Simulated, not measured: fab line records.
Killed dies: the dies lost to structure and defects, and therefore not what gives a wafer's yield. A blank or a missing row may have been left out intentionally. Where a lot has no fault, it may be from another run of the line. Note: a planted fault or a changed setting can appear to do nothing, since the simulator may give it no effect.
Problem report in the 8D (eight disciplines) form, filled by code ; flow n5Finfet ; the parts of the form that need people (team, actions taken, sign-off) are left out

1. THE PROBLEM
rfFwdPowerW at N5_BEOL_M8_PRE_CLEAN_55 reads a mean of 316.9 W on 6 wafers of 2 lots; wafers without a fault read 295.0 W with a standard deviation of 1.5. That is +15 standard deviations from the usual mean.
The step: time 15 s.
Earliest sighting: wafer L352.2 on pecvd-03 at day 14 05:47. At this step, 36 wafers from 12 lots have a number in the record. By rule, "out" or "out of limits" means more than 4 standard deviations away from the usual mean. All remaining wafers that have a number are taken as sound.

2. WHAT IT IS AND WHAT IT IS NOT
question;is;is not
which readings at this step;rfFwdPowerW;-
which lots;L352, L354;L336, L337, L338, L339, L340, L343, L345, L353, L358, L359
which wafers of those lots;all that have a number;-
read on which tools;pecvd-03;pecvd-01, pecvd-04
when;from day 14 05:47;"up to then (21 sound wafers); but 9 sound wafers of L353, L358, L359 came after"

3. SUSPECTS, AND WHAT RULES EACH OUT
Counting: a tool stays on the suspect list if, at a process step up to the reading, it processed all lots that are out and no sound lot following the first of them.
- pecvd-03 at N5_BEOL_M8_PRE_CLEAN_55 (time 15 s): kept. It processed each lot that is out, first L352 at day 14 05:47, and no sound lot thereafter; up to then, the last sound lot it processed was L345 at day 12 02:17. Its own rfFwdPowerW readings are out on those wafers.
After counting, what remains is pecvd-03 at N5_BEOL_M8_PRE_CLEAN_55.

4. THE CAUSE (what the simulator had put in)
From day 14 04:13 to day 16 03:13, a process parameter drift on pecvd-03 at N5_BEOL_M8_PRE_CLEAN_55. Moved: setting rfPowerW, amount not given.
The count eliminated every tool but this one.

5. THE EFFECT CHAIN, in route order
Each row: a reading where the mean over the struck wafers with a number is more than 3 standard deviations away from the usual. Readings are gone through only where the record gives a usual standard deviation; hours: the median, over the lots, of the time from a lot's start at the first step in this table giving one to that lot's start at this step; sigmas: the change measured in usual standard deviations.
hours;step;reading;usual;on struck wafers;change;sigmas
0;N5_BEOL_M8_PRE_CLEAN_55;rfFwdPowerW;295.0 W;316.9;+21.9;+15
Here are the process steps it includes:
- N5_BEOL_M8_PRE_CLEAN_55: time 15 s.

6. HOW IT WOULD HAVE BEEN CAUGHT EARLIER
In this record the first reading out of limits was taken at day 14 05:47, 2 hours after the fault began at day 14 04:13.
